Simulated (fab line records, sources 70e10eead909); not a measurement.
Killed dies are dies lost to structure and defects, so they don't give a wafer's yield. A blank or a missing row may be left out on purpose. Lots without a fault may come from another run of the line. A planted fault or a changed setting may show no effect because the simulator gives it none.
Chamber matching | flow nand_harc | NHARC_P_M0_STRIP_18 on rie_diel-08: 4 sister chambers
The step strips in N2/H2. 4 wafers are shown with their chamber, then 12 later ones without.

WAFERS WITH THEIR CHAMBER
wafer  | chamber | showerhead_plenum_p_Torr (Torr)
L088.6 | 1       | 2.00
L089.2 | 2       | 1.92
L089.5 | 0       | 2.00
L089.6 | 3       | 2.09

WAFERS WITHOUT THEIR CHAMBER
wafer  | showerhead_plenum_p_Torr (Torr)
L093.1 | 2.00
L093.4 | 2.08
L093.6 | 1.92
L094.2 | 2.08
L094.3 | 2.00
L094.6 | 2.08
L096.1 | 2.08
L096.2 | 2.00
L096.6 | 2.00
L097.1 | 2.00
L097.2 | 2.08
L097.5 | 1.92

WHICH CHAMBER EACH WENT THROUGH
wafer  | from the rows above     | in truth
L093.1 | can't be placed: 0 or 1 | 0
L093.4 | 3                       | 3
L093.6 | 2                       | 2
L094.2 | 3                       | 3
L094.3 | can't be placed: 0 or 1 | 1
L094.6 | 3                       | 3
L096.1 | 3                       | 3
L096.2 | can't be placed: 0 or 1 | 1
L096.6 | can't be placed: 0 or 1 | 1
L097.1 | can't be placed: 0 or 1 | 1
L097.2 | 3                       | 3
L097.5 | 2                       | 2
Placed correctly: 7 of 12. Can't be placed from these rows: 5 (the true chamber is among the candidates in 5). Placed wrongly: 0.
How it was worked out, from the rows above alone: a wafer's distance from a chamber is the root of the sum, over the readings, of the square of ((its reading less the chamber's mean) divided by the reading's scatter). The wafer belongs to the nearest chamber; if the next one is less than 2 further off, it can't be placed. A chamber's mean is the mean of its shown wafers. The scatter: with one shown wafer a chamber, the root of the mean of the squares of how far each hidden wafer lies from its nearest shown one.
